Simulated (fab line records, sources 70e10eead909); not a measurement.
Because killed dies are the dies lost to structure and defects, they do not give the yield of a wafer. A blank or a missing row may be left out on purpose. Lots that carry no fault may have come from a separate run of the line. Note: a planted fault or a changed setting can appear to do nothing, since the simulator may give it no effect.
8D (eight disciplines) problem report, filled in by code :: flow nand harc :: the parts of the form that need people (team, actions taken, sign-off) are left out

== 1. WHAT IS WRONG ==
NHARC_A_ONON_D2_THK_MEAS_08, thk nm: mean 1511 nm over 1 wafer from 1 lot; wafers with no fault: 998 nm, standard deviation 9.6. That puts it +53 standard deviations away from the usual mean.
The step: measures by ellipsometry.
Earliest sighting: wafer L297.2 on film metro-01 at day 18 05:37. The record holds 39 wafers of 13 lots with a number at this step. The rule behind "out" and "out of limits": a value lying over 4 standard deviations away from the usual mean. All remaining wafers that have a number are taken as sound.

== 2. WHAT IT IS, WHAT IT ISN'T ==
question: which readings at this step
is: thk nm
is not: -

question: which lots
is: L297
is not: L283, L284, L285, L287, L288, L290, L293, L301, L303, L304, L305, L306

question: which wafers of those lots
is: L297.2
is not: L297.1, L297.4

question: read on which gauges
is: film metro-01
is not: film metro-02

question: when
is: from day 18 05:37
is not: up to then (23 sound wafers); but 15 sound wafers of L301, L303, L304, L305, L306 came after

== 3. WHAT RULES OUT EACH SUSPECT ==
Counting: if a tool at a process step up to the reading ran every lot that is out, it stays a suspect. Sound lots after the first of them don't rule it out here, since some wafers of a struck lot are sound.
- the gauge at NHARC_A_ONON_D2_THK_MEAS_08: kept. All the wafers that are out were read on film metro-01, and no step on other tools shows them out.
- ald hk-01 at NHARC_A_CHANNEL_FILL_D1_ALD_25 (deposits SiOx, target thk 60 nm, pulse time 10 s, ald cycles 600): kept. It processed L297, the lot that is out, at day 16 07:16, and its most recent sound lot before then was L287 at day 12 00:21.
- pecvd onon-02 at NHARC_A_ONON_D2_DEP_06 (target thk 1000 nm): kept. It processed L297, the lot that is out, at day 18 05:07, and its most recent sound lot before then was L290 at day 15 12:56.
- Within ald hk-01 at NHARC_A_CHANNEL_FILL_D1_ALD_25: the wafers that are out ran in chamber 0; their sound lot-mates ran in chambers 1, 2.
After the count, these remain: ald hk-01 at NHARC_A_CHANNEL_FILL_D1_ALD_25, pecvd onon-02 at NHARC_A_ONON_D2_DEP_06 and film metro-01 at NHARC_A_ONON_D2_THK_MEAS_08.

== 4. THE CAUSE (what the simulator had put in) ==
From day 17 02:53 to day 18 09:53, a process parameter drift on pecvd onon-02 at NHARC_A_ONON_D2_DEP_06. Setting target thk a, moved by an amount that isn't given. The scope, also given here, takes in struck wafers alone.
After counting, 3 suspects remain, this tool included.

== 5. THE EFFECT CHAIN, in route order ==
Rows list readings where the struck wafers' mean (over those with a number) sits beyond 3 standard deviations from the usual. Readings are gone through only where the record gives a usual standard deviation; hours: the median, over the lots, of the time from a lot's start at the first step in this table giving one to that lot's start at this step; sigmas: the change measured in usual standard deviations.
hours: 0
step: NHARC_A_ONON_D2_THK_MEAS_08
reading: thk nm
usual: 998 nm
on struck wafers: 1511
change: +513
sigmas: +53
Later measuring or inspecting steps at which every struck wafer that the step has a row for has a number for every such reading, and none has moved that far: NHARC_A_ONON_D2_THK_MEAS_27.

== 6. WHAT WOULD HAVE CAUGHT IT SOONER ==
27 hours passed between the start of the fault at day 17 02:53 and the first reading out of limits at a measuring or inspecting step in this record, taken at day 18 05:37.
All the lots that are out (1) had begun NHARC_A_ONON_D2_DEP_06 on pecvd onon-02 by day 18 05:37. None of them would have been spared by holding the tool at that moment.
